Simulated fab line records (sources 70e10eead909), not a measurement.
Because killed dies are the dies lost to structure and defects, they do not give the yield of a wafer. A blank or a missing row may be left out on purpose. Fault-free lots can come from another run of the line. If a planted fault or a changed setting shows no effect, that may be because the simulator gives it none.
Matching of chambers :: flow nand-harc :: 4 sister chambers for NHARC_P_CONTACT_CMP_24 on cmp-04
The step polishes, t overpolish 30 s, target thk 200 nm. 4 wafers are shown with their chamber, then 12 later ones without.

WAFERS WITH THEIR CHAMBER
wafer: L089.5
chamber: 2
motor-current-A (A): 12.7

wafer: L092.1
chamber: 3
motor-current-A (A): 10.5

wafer: L092.2
chamber: 0
motor-current-A (A): 11.9

wafer: L092.4
chamber: 1
motor-current-A (A): 12.6

WAFERS WHOSE CHAMBER IS MISSING
wafer: L094.1
motor-current-A (A): 10.5

wafer: L094.4
motor-current-A (A): 12.0

wafer: L094.5
motor-current-A (A): 12.1

wafer: L095.1
motor-current-A (A): 11.8

wafer: L095.3
motor-current-A (A): 12.5

wafer: L095.4
motor-current-A (A): 12.6

wafer: L097.2
motor-current-A (A): 13.2

wafer: L097.3
motor-current-A (A): 12.7

wafer: L097.4
motor-current-A (A): 10.7

wafer: L097.1
motor-current-A (A): 11.5

wafer: L097.5
motor-current-A (A): 12.6

wafer: L097.6
motor-current-A (A): 11.7

THE CHAMBER EACH PASSED THROUGH
wafer: L094.1
from the rows above: 3
in truth: 3

wafer: L094.4
from the rows above: 0
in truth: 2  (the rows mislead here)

wafer: L094.5
from the rows above: can't be placed: 0 or 1 or 2
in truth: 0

wafer: L095.1
from the rows above: 0
in truth: 0

wafer: L095.3
from the rows above: can't be placed: 1 or 2
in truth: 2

wafer: L095.4
from the rows above: can't be placed: 1 or 2
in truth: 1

wafer: L097.2
from the rows above: can't be placed: 2 or 1
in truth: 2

wafer: L097.3
from the rows above: can't be placed: 2 or 1
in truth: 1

wafer: L097.4
from the rows above: 3
in truth: 3

wafer: L097.1
from the rows above: 0
in truth: 0

wafer: L097.5
from the rows above: can't be placed: 1 or 2
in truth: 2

wafer: L097.6
from the rows above: 0
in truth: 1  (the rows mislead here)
Correctly placed: 4 of 12. Unplaceable from these rows: 6, with the true chamber sitting among the candidates in 6. Number placed wrongly: 2.
How it was worked out, from the rows above alone: a wafer's distance from a chamber is the root of the sum, over the readings, of the square of ((its reading less the chamber's mean) divided by the reading's scatter). If the next closest chamber is less than 2 further off than the closest, the wafer can't be placed; otherwise it belongs to the closest. The mean given for a chamber averages the wafers shown for that chamber. The scatter (one wafer shown for each chamber): square how far every hidden wafer sits from the nearest shown wafer, average those squares and take the square root.
